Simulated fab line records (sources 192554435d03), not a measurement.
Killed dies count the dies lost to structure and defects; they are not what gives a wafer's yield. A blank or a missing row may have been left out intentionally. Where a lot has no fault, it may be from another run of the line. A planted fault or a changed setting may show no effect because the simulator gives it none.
A lot that was struck, set against a sound lot :: flow n5_finfet :: 35 steps out of a route of 1938
Sound: wafers L922.3, L922.4, L922.5. Struck: wafers L930.2, L930.3, L930.5. At the end, the cause is stated.
Each step with rows lists, per side, the tool, then ch with its chambers, then its first start. Under that, the readings that differ: sound wafers :: struck wafers :: difference of the means :: sigmas: that difference in standard deviations of wafers without a fault.
alike: a reading whose means differ by less than 2 such deviations, as well as words and numbers matching on both sides. not compared: withheld readings; readings where some wafer has no value; bounds like >300 that might hide an equal value; numbers whose values overlap and for which the record gives no deviation.
A row with sigmas, a row that says differs or no value, or rows on one side alone: a step with any of these is where the two part. When numbers do not overlap yet have no deviation, they are printed without sigmas and do not part them. Lack of a reading on every wafer of one side parts them only where that side has two or more wafers.

first, 11 steps without rows for these wafers: N5_BEOL_M8_HM_STRIP_39 (strips TiN in peroxide tin strip, target depth 25 nm, time 158 s); N5_BEOL_M8_SRD_40 (time 30 s); N5_BEOL_M8_PRECLEAN_42 (cleans in residue remover, time 60 s); N5_BEOL_M8_SRD_43 (time 30 s); N5_BEOL_M8_CURE_75 (cures SiCOH lowk, time 120 s); N5_BEOL_M8_DEGAS_44 (time 60 s); N5_BEOL_M8_PRE_CLEAN_45 (time 30 s); N5_BEOL_M8_ALD_77 (deposits TaN, target thk 2 nm, pulse time 2 s, purge time 3 s); N5_BEOL_M8_SURFACE_TREAT_79; N5_BEOL_M8_CVD_78 (deposits Co from CCTBA/H2, target thk 2 nm, time 142.3 s); N5_BEOL_M8_SPUTTER_48 (material Cu, target thk 10 nm, time 1.667 s).
N5_BEOL_M8_ECD_50: material Cu, target thk 300 nm.
  sound on ecd_cu-01 ch 0,1, day 12 05:39; struck on ecd_cu-02 ch 0,1, day 13 17:50
then, 22 steps without rows for these wafers: N5_BEOL_M8_ANNEAL_51 (time 90 s); N5_BEOL_M8_CMP_52 (polishes, stops on SiCOH lowk, t overpolish 6.9 s, target thk 80 nm); N5_BEOL_M8_PRE_CLEAN_55 (time 15 s); N5_BEOL_M8_DEP_56 (deposits SiCN from 3MS/NH3, target thk 10 nm, time 17.5 s); N5_BEOL_M9_ILD_DEP_00 (deposits SiCOH lowk from DEMS/porogen, target thk 308.51 nm, time 58 s); N5_BEOL_M9_CURE_71 (cures SiCOH lowk, time 240 s); N5_BEOL_M9_PECVD_70 (deposits SiO2 from TEOS/O2, target thk 20 nm, time 22.7 s); N5_BEOL_M9_HM_DEP_02 (deposits TiN, target thk 20 nm); N5_BEOL_M9_COAT_59 (time 60 s, resist thk 100 nm); N5_BEOL_M9_COAT_60 (time 60 s, resist thk 30 nm); N5_BEOL_M9_COAT_05 (resist thk 90 nm); N5_BEOL_M9_EBR_07; N5_BEOL_M9_SOFTBAKE_06 (time 60 s); N5_BEOL_M9_EXPOSE_08 (exposes mask M9); N5_BEOL_M9_PEB_09 (peb time 60 s); N5_BEOL_M9_DEVELOP_10 (develop time 30 s); N5_BEOL_M9_DESCUM_16 (chemistry O2, time 7.9 s); N5_BEOL_M9_ETCH_61 (etches SiARC in CF4, target depth 39 nm, time 65 s); N5_BEOL_M9_ETCH_62 (etches SOC in N2/H2, target depth 110 nm, overetch 22 nm, time 165 s); N5_BEOL_M9_STRIP_68 (strips in N2/H2); N5_BEOL_M9_STRIP_67 (strips in CF4); N5_BEOL_M9_HM_OPEN_17 (chemistry Cl2/BCl3, target TiN, target depth 20 nm, overetch 6 nm).
-- here the record skips 3 days between the struck wafers' starts before and after, leaving off in module BEOL_M9 and picking up in module PASSIVATION (first step shown: number 1936 of the route) --
N5_PASSIVATION_PROBE_49:
  sound: prober-02 at day 14 20:26; struck: prober-02 at day 16 11:37
reading: defect_limited_yield (%)
sound: 90.8 92.8 93.0
struck: 34.1 36.6 35.4
difference: -56.8
sigmas: -38

reading: killed_at_M4_up
sound: 13 11 10
struck: 729 678 702
difference: +692
sigmas: +99 or more

reading: killed_dies
sound: 109 85 83
struck: 778 748 762
difference: +670
sigmas: +37

reading: killed_on_rim
sound: 17 12 15
struck: 103 97 98
difference: +85
sigmas: +21

reading: sort_bin_5_function (%)
sound: 5.4 3.8 3.6
struck: 40.6 41.9 43.5
difference: +37.7
sigmas: +38

reading: sort_bin_6_memory (%)
sound: 3.3 3.0 3.1
struck: 18.9 15.6 16.6
difference: +13.9
sigmas: +21

reading: sort_n_pass
sound: 1071 1095 1097
struck: 402 432 418
difference: -670
sigmas: -37

reading: sort_yield_pct (%)
sound: 90.8 92.8 93.0
struck: 34.1 36.6 35.4
difference: -56.8
sigmas: -38
  alike: killed_at_M0_to_M3, killed_at_contacts, killed_at_front_end, killed_at_other, killed_open, killed_short

WHERE THEY PART
Only at N5_PASSIVATION_PROBE_49, as far as this record shows.

WHY: what the simulator had put in
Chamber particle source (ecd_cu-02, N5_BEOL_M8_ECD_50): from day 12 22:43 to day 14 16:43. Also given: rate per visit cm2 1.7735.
